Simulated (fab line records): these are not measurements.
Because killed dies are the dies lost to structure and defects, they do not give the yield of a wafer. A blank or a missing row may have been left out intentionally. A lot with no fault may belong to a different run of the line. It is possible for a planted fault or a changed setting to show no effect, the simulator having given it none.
fab line records    flow nand_harc
record lots=7  wafers=21  last_day=22
route steps=1159 shown A_WL_FILL@839 A_CONTACT@840 END@1159
lots untouched by any fault: they come from a run of this same line in which no faults occurred
start_h: hours from the record's opening day to when the first of the lot's shown wafers began    wait_h: time in hours since the lot's previous step    " unchanged from the row above    L1.1+2: several wafers, shown together as one row    - value missing, or start not given    * or withheld: withheld    < > ~ a bound
route shown NAME@n: NAME is a module with steps in the file, n the number in the route of the first one    usual: mean/standard deviation of fault-free wafers    same: alike in all rows    chamber/n: place in a boat    sites: readings site by site    _std_site: the values' standard deviation    _edge_site: inner sites' mean taken away from outer sites' mean    radius_mm: for every site, how far away it sits from the centre of the wafer    mask NAME#n: copy n    behind: the most recent tool/chamber to have shaped the wafer    hold: why the lot went on hold/how many hours it stayed there/how the hold came to an end    device: the n, p or np transistor that did not switch    end of line: at the end of the route, the tests of the same wafers    where a step has no rows: the recipe by itself    killed: the dies lost at the first sort to structure and to defects; this is not the yield of the wafer    map: dies across one wafer; x = killed, . = not, _ = none there
set.NAME: the setting the step ran with; set.NAME@STEP: the setting that earlier step ran with    model.NAME: the simulator's own value behind a step, which no gauge read
lots at some steps of the route; a table a step, a row a wafer
services: a tool's chamber out of use, with start hour (start_h, from the record's first day; less than 0 if before it), hours out, and reason
## steps
# step NHARC_A_WL_FILL_INSPECT_15
# usual raw_defect_count=379/130
lot.wafer  tool               chamber  start_h  wait_h  raw_defect_count
L513.2     defect_inspect-01  -        366.06   0.0     332
L513.4     "                  -        "        "       335
L513.6     "                  -        "        "       410
L518.2     defect_inspect-02  -        406.24   0.0     350
L518.3     "                  -        "        "       438
L518.4     "                  -        "        "       351
L522.3     defect_inspect-01  -        422.41   0.0     276
L522.4     "                  -        "        "       385
L522.6     "                  -        "        "       449
L517.3     defect_inspect-02  -        422.75   0.0     382
L517.4     "                  -        "        "       473
L517.5     "                  -        "        "       388
L524.3     defect_inspect-02  -        427.13   0.0     372
L524.5     "                  -        "        "       503
L524.6     "                  -        "        "       604
L526.2     defect_inspect-02  -        427.23   0.0     362
L526.5     "                  -        "        "       370
L526.6     "                  -        "        "       406
L523.2     defect_inspect-02  -        437.01   0.0     505
L523.4     "                  -        "        "       591
L523.5     "                  -        "        "       526
# step NHARC_A_CONTACT_DEP_24
# recipe target_thk_a=5000  temp_c=400  pressure_torr=6.5  rf_w=900  teos_flow_sccm=161.4  flow_sccm=2650  target_thk_nm=500  gas=O2  material=SiO2
# usual heater_power_w=588/120  throttle_valve_pct=15.9/0.58
lot.wafer  tool      chamber  start_h  wait_h  heater_power_w  throttle_valve_pct
L513.2     pecvd-02  0        366.25   0.2     618             15.8
L513.6     "         1        "        "       647             15.9
L513.4     "         2        "        "       324             15.6
L518.3     pecvd-03  1        406.31   0.1     550             17.1
L518.2     "         0        "        "       776             15.5
L518.4     "         0        "        "       812             15.6
L522.3     pecvd-03  0        422.50   0.1     856             15.4
L522.6     "         0        "        "       876             15.5
L522.4     "         2        "        "       545             15.8
L517.3     pecvd-04  2        422.99   0.2     685             15.0
L517.5     "         0        "        "       480             16.0
L517.4     "         2        "        "       540             15.2
L524.3     pecvd-03  0        427.26   0.1     689             15.4
L524.5     "         2        "        "       591             16.0
L524.6     "         1        "        "       569             17.0
L526.2     pecvd-02  1        427.35   0.1     662             16.4
L526.5     "         1        "        "       668             16.4
L526.6     "         2        "        "       328             16.1
L523.2     pecvd-03  0        437.14   0.1     823             15.4
L523.4     "         2        "        "       602             15.9
L523.5     "         1        "        "       538             17.0
# step NHARC_A_CONTACT_DEP_28
# recipe target_thk_a=36000  temp_c=400  material=aC
# usual throttle_valve_pct=34.999/0.0093
lot.wafer  tool        chamber  start_h  wait_h  throttle_valve_pct
L513.2     acl_dep-01  0        367.43   0.8     34.997
L513.4     "           0        "        "       35.007
L513.6     "           0        "        "       35.016
L518.2     acl_dep-02  0        407.28   0.4     35.006
L518.3     "           0        "        "       34.992
L518.4     "           0        "        "       35.002
L522.3     acl_dep-02  0        423.85   0.8     35.003
L522.4     "           0        "        "       35.003
L522.6     "           0        "        "       35.005
L517.3     acl_dep-03  0        424.20   0.8     34.993
L517.4     "           0        "        "       35.005
L517.5     "           0        "        "       35.001
L524.3     acl_dep-02  0        429.21   1.5     35.007
L524.5     "           0        "        "       34.999
L524.6     "           0        "        "       34.995
L526.2     acl_dep-03  0        429.71   1.9     35.003
L526.5     "           0        430.81   3.0     34.991
L526.6     "           0        "        "       34.992
L523.2     acl_dep-02  0        439.40   1.8     35.009
L523.4     "           0        "        "       34.992
L523.5     "           0        "        "       35.003
# step NHARC_A_CONTACT_DEP_29
# recipe target_thk_a=700  target_thk_nm=70  temp_c=400  pressure_torr=3.5  flow_sccm=200  rf_w=350  material=SiON
# usual heater_power_w=755/110
lot.wafer  tool      chamber  start_h  wait_h  heater_power_w
L513.2     pecvd-03  2        369.35   1.6     772
L513.6     "         2        "        "       761
L513.4     "         0        "        "       877
L518.2     pecvd-03  2        409.14   1.5     686
L518.3     "         1        "        "       653
L518.4     "         2        "        "       705
L522.3     pecvd-02  0        425.55   1.3     842
L522.6     "         0        "        "       848
L522.4     "         1        "        "       888
L517.3     pecvd-02  0        425.78   1.2     840
L517.4     "         2        "        "       553
L517.5     "         0        "        "       845
L524.3     pecvd-04  0        430.93   1.3     607
L524.6     "         1        "        "       752
L524.5     "         2        "        "       744
L526.2     pecvd-04  1        431.57   1.5     769
L526.6     "         1        "        "       796
L526.5     "         2        "        "       801
L523.2     pecvd-03  0        441.26   1.5     962
L523.4     "         0        "        "       959
L523.5     "         2        "        "       755
# step NHARC_A_CONTACT_DEHYDRATE_32
# recipe temp_c=150  time_s=120
# step NHARC_A_CONTACT_HMDS_33
# recipe time_s=30
# step NHARC_A_CONTACT_COAT_34
# recipe temp_c=260  time_s=75
# step NHARC_A_CONTACT_COAT_35
# recipe temp_c=225  time_s=65
# step NHARC_A_CONTACT_COAT_36
# recipe spin_rpm=1500  resist_thk_nm=90
# step NHARC_A_CONTACT_SOFTBAKE_37
# recipe temp_c=105  time_s=55
# step NHARC_A_CONTACT_EBR_38
# step NHARC_A_CONTACT_EXPOSE_39
# recipe na=1.35  sigma_outer=0.8  dose_mj=58.79  mask_id=A_CC_3
# usual exposure_dose_mJ_cm2=58.79/0.068
# same sigma_outer=0.8
lot.wafer  tool             chamber  start_h  wait_h  mask      exposure_dose_mJ_cm2
L513.2     arfi_scanner-02  0        369.91   -       A_CC_3#0  58.79
L513.4     "                0        "        "       A_CC_3#0  58.75
L513.6     "                0        "        "       A_CC_3#0  58.87
L518.2     arfi_scanner-03  0        409.73   -       A_CC_3#0  58.88
L518.3     "                0        "        "       A_CC_3#0  58.79
L518.4     "                0        "        "       A_CC_3#0  58.79
L522.3     arfi_scanner-03  0        426.01   -       A_CC_3#0  59.82
L522.4     "                0        "        "       A_CC_3#0  59.86
L522.6     "                0        "        "       A_CC_3#0  59.91
L517.3     arfi_scanner-01  0        426.31   -       A_CC_3#0  58.82
L517.4     "                0        "        "       A_CC_3#0  58.84
L517.5     "                0        "        "       A_CC_3#0  58.79
L524.3     arfi_scanner-01  0        431.39   -       A_CC_3#0  58.67
L524.5     "                0        "        "       A_CC_3#0  58.65
L524.6     "                0        "        "       A_CC_3#0  58.66
L526.2     arfi_scanner-03  0        432.15   -       A_CC_3#0  59.74
L526.5     "                0        "        "       A_CC_3#0  59.70
L526.6     "                0        "        "       A_CC_3#0  59.77
L523.2     arfi_scanner-03  0        441.72   -       A_CC_3#0  59.49
L523.4     "                0        "        "       A_CC_3#0  59.49
L523.5     "                0        "        "       A_CC_3#0  59.40
# step NHARC_A_CONTACT_PEB_40
# recipe peb_temp_c=100  peb_time_s=65
# step NHARC_END_SORT_01
# recipe temp_c=25
# usual killed_at_array=26/10  killed_at_other=0.8/1.1  killed_at_periphery=3.3/2.6  killed_dies=30/11  killed_open=3.4/1.8  killed_short=2.0/1.3
# same gross_dies=677
lot.wafer  tool       chamber  start_h  wait_h  killed_at_array  killed_at_other  killed_at_periphery  killed_dies  killed_open  killed_short
L513.2     prober-02  0        449.75   2.8     12               0                0                    12           3            1
L513.4     prober-02  0        451.36   3.4     10               0                6                    16           4            2
L513.6     prober-02  0        452.98   4.0     17               0                6                    23           4            2
L518.2     prober-02  0        481.85   2.7     46               1                1                    48           3            2
L518.3     prober-02  0        482.64   3.0     41               0                4                    45           5            5
L518.4     prober-02  0        483.43   3.4     37               1                1                    39           1            2
L524.3     prober-01  0        500.58   3.1     11               0                2                    13           3            2
L524.5     prober-01  0        502.17   3.7     14               1                1                    16           4            1
L524.6     prober-01  0        502.96   4.0     13               0                2                    15           3            3
L517.3     prober-02  0        500.60   3.1     36               0                6                    42           6            1
L517.4     prober-02  0        501.41   3.4     40               0                1                    41           2            1
L517.5     prober-02  0        502.21   3.7     39               0                3                    42           4            4
L522.3     prober-01  0        508.40   3.1     33               0                2                    35           2            0
L522.4     prober-01  0        509.20   3.4     26               0                1                    27           1            3
L522.6     prober-01  0        510.79   4.0     40               0                0                    40           2            2
L523.2     prober-01  0        515.43   2.8     49               0                1                    50           3            0
L523.4     prober-01  0        517.03   3.4     29               1                3                    33           2            3
L523.5     prober-01  0        517.83   3.7     42               0                6                    48           4            5
# killed by level:class
L513.2 A_STAIRCASE:chamber_film_flake=4 A_CONTACT:geometric_particle:open=2 A_WL_FILL:geometric_particle:short=1 A_M0:geometric_particle:open=1 A_ZERO_WELL:chamber_film_flake=1 A_CHANNEL_HOLE_D1:chamber_film_flake=1 A_CHANNEL_FILL_D1:chamber_film_flake=1 A_CONTACT:chamber_film_flake=1
L513.4 A_CHANNEL_HOLE_D1:chamber_film_flake=3 P_M0:geometric_particle:open=2 P_STI:chamber_film_flake=2 A_CONTACT:chamber_film_flake=2 P_CONTACT:geometric_particle:open=1 P_M0:geometric_particle:short=1 A_ONON_D1:geometric_particle:open=1 A_CHANNEL_FILL_D1:geometric_particle:short=1
L513.6 A_STAIRCASE:chamber_film_flake=8 A_ZERO_WELL:chamber_film_flake=5 P_M0:geometric_particle:open=2 P_STI:chamber_film_flake=2 P_M0:geometric_particle:short=1 A_SOURCE_PLATE:geometric_particle:short=1 A_CONTACT:geometric_particle:open=1 A_M0:geometric_particle:open=1
L518.2 A_SLIT:chamber_film_flake=19 A_STAIRCASE:chamber_film_flake=11 A_CHANNEL_HOLE_D1:chamber_film_flake=9 A_CHANNEL_FILL_D1:geometric_particle:open=2 A_ONON_D1:geometric_particle:short=1 A_ONON_D1:geometric_particle:open=1 A_SGD_CUT:geometric_particle:short=1 P_M2:chamber_film_flake=1
L518.3 A_SLIT:chamber_film_flake=12 A_CHANNEL_HOLE_D1:chamber_film_flake=9 A_STAIRCASE:chamber_film_flake=8 A_CHANNEL_FILL_D1:geometric_particle:open=3 A_CONTACT:chamber_film_flake=3 A_SGD_CUT:geometric_particle:short=2 A_CONTACT:geometric_particle:short=2 P_M2:chamber_film_flake=2
L518.4 A_SLIT:chamber_film_flake=15 A_CHANNEL_HOLE_D1:chamber_film_flake=10 A_ZERO_WELL:chamber_film_flake=4 A_STAIRCASE:chamber_film_flake=4 P_M0:geometric_particle:open=1 A_ONON_D1:geometric_particle:short=1 A_WL_FILL:geometric_particle:short=1 A_WL_FILL:chamber_film_flake=1
L524.3 A_CHANNEL_HOLE_D1:chamber_film_flake=4 A_CONTACT:chamber_film_flake=3 A_CONTACT:geometric_particle:open=2 P_M1:geometric_particle:short=1 A_CONTACT:geometric_particle:short=1 A_BLC:geometric_particle:open=1 P_ZERO_WELL:chamber_film_flake=1
L517.3 A_SLIT:chamber_film_flake=14 A_CHANNEL_HOLE_D1:chamber_film_flake=10 A_STAIRCASE:chamber_film_flake=4 A_CONTACT:chamber_film_flake=4 P_M0:geometric_particle:open=2 A_CHANNEL_FILL_D1:geometric_particle:open=2 P_CONTACT:geometric_particle:open=1 P_M0:geometric_particle:short=1
L517.4 A_SLIT:chamber_film_flake=14 A_CHANNEL_HOLE_D1:chamber_film_flake=11 A_CONTACT:chamber_film_flake=8 A_CHANNEL_FILL_D1:chamber_film_flake=2 A_STAIRCASE:chamber_film_flake=2 A_WL_FILL:geometric_particle:short=1 A_CONTACT:geometric_particle:open=1 A_M0:geometric_particle:open=1
L524.5 A_CHANNEL_HOLE_D1:chamber_film_flake=8 P_M1:geometric_particle:open=1 A_WL_FILL:geometric_particle:short=1 A_WL_FILL:geometric_particle:open=1 A_BLC:geometric_particle:open=1 A_M1:geometric_particle:open=1 A_ZERO_WELL:chamber_film_flake=1 A_CONTACT:chamber_film_flake=1
L517.5 A_SLIT:chamber_film_flake=16 A_CHANNEL_HOLE_D1:chamber_film_flake=7 A_STAIRCASE:chamber_film_flake=5 A_CONTACT:chamber_film_flake=4 A_CHANNEL_FILL_D1:geometric_particle:open=3 P_GATE:geometric_particle:short=1 P_M0:geometric_particle:open=1 P_M0:geometric_particle:short=1
L524.6 A_CHANNEL_HOLE_D1:chamber_film_flake=4 A_CONTACT:chamber_film_flake=3 P_CONTACT:geometric_particle:open=1 A_ONON_D1:geometric_particle:short=1 A_SGD_CUT:geometric_particle:open=1 A_CONTACT:geometric_particle:open=1 A_BLC:geometric_particle:short=1 A_M0:geometric_particle:short=1
L522.3 A_CHANNEL_HOLE_D1:chamber_film_flake=12 A_SLIT:chamber_film_flake=12 A_STAIRCASE:chamber_film_flake=6 P_M0:geometric_particle:open=1 A_SGD_CUT:geometric_particle:open=1 P_GATE:chamber_film_flake=1 A_ZERO_WELL:chamber_film_flake=1 A_CONTACT:chamber_film_flake=1
L522.4 A_SLIT:chamber_film_flake=11 A_CHANNEL_HOLE_D1:chamber_film_flake=7 A_STAIRCASE:chamber_film_flake=3 A_CHANNEL_HOLE_D1:geometric_particle:short=1 A_SGD_CUT:geometric_particle:short=1 A_WL_FILL:geometric_particle:short=1 A_M0:geometric_particle:open=1 P_ZERO_WELL:chamber_film_flake=1
L522.6 A_CHANNEL_HOLE_D1:chamber_film_flake=11 A_SLIT:chamber_film_flake=11 A_STAIRCASE:chamber_film_flake=7 A_CONTACT:chamber_film_flake=4 A_ZERO_WELL:chamber_film_flake=2 A_ONON_D1:geometric_particle:open=1 A_ONON_D1:geometric_particle:short=1 A_CHANNEL_FILL_D1:geometric_particle:short=1
L523.2 A_SLIT:chamber_film_flake=19 A_CHANNEL_HOLE_D1:chamber_film_flake=17 A_CONTACT:chamber_film_flake=8 A_STAIRCASE:chamber_film_flake=2 A_CONTACT:geometric_particle:open=1 A_BLC:geometric_particle:open=1 A_M1:geometric_particle:open=1 P_ZERO_WELL:chamber_film_flake=1
L523.4 A_SLIT:chamber_film_flake=12 A_CHANNEL_HOLE_D1:chamber_film_flake=7 A_STAIRCASE:chamber_film_flake=4 A_CONTACT:chamber_film_flake=3 P_CONTACT:geometric_particle:short=1 P_M1:geometric_particle:short=1 A_CONTACT:geometric_particle:open=1 A_BLC:geometric_particle:open=1
L523.5 A_SLIT:chamber_film_flake=17 A_CHANNEL_HOLE_D1:chamber_film_flake=11 A_CONTACT:chamber_film_flake=4 A_STAIRCASE:chamber_film_flake=3 P_M0:geometric_particle:open=2 A_CHANNEL_FILL_D1:geometric_particle:open=2 A_WL_FILL:geometric_particle:short=2 P_M1:geometric_particle:short=1
## services
tool             chamber  start_h  hours  kind
pecvd-04         -        342.71   1.5    repair
pecvd-02         0        347.20   -      clean
pecvd-02         1        347.20   -      clean
pecvd-02         2        347.20   -      clean
acl_dep-02       -        352.84   13.0   pm
arfi_scanner-03  -        354.11   5.3    repair
pecvd-04         -        355.18   0.6    repair
arfi_scanner-01  -        368.00   4.0    pm
pecvd-04         -        376.12   13.0   pm
pecvd-04         0        376.12   13.0   vent_cycle
pecvd-04         1        376.12   13.0   vent_cycle
pecvd-04         2        376.12   13.0   vent_cycle
pecvd-04         0        389.12   -      clean
pecvd-04         1        389.12   -      clean
pecvd-04         2        389.12   -      clean
acl_dep-03       -        406.40   13.0   pm
arfi_scanner-02  -        428.00   4.0    pm
arfi_scanner-01  -        435.87   1.3    repair
## key
first_sign step=NHARC_A_CONTACT_EXPOSE_39  reading=exposure_dose_mJ_cm2  direction=up  sigmas=13  usual=58.79  struck=59.69
effect none on later readings
met_at NHARC_A_CONTACT_EXPOSE_39
struck_wafers L522.3,L522.4,L522.6,L523.2,L523.4,L523.5,L526.2,L526.5,L526.6
tester_left_out L522,L523,L526
loop_trim step=NHARC_A_CONTACT_EXPOSE_39  setting=dose  lots=L523,L526
onset_between 409.73 426.01
fault kind=process_parameter_drift  tool=arfi_scanner-03  chamber=-  onset_h=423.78  steps=NHARC_A_CONTACT_EXPOSE_39  channel=dose_mj  offset=1.1604  shape=step  acts_in=these_recipes_only  stated=58.79
# tester_left_out: of these lots the tester's yield and bins aren't shown, on N5 and GAA mostly nor the transistor test; their killed dies are dies lost to structure and defects alone, not to doping, threshold or leakage, so they don't give the yield
# loop_trim: a control loop set the setting to another value than it would have without faults
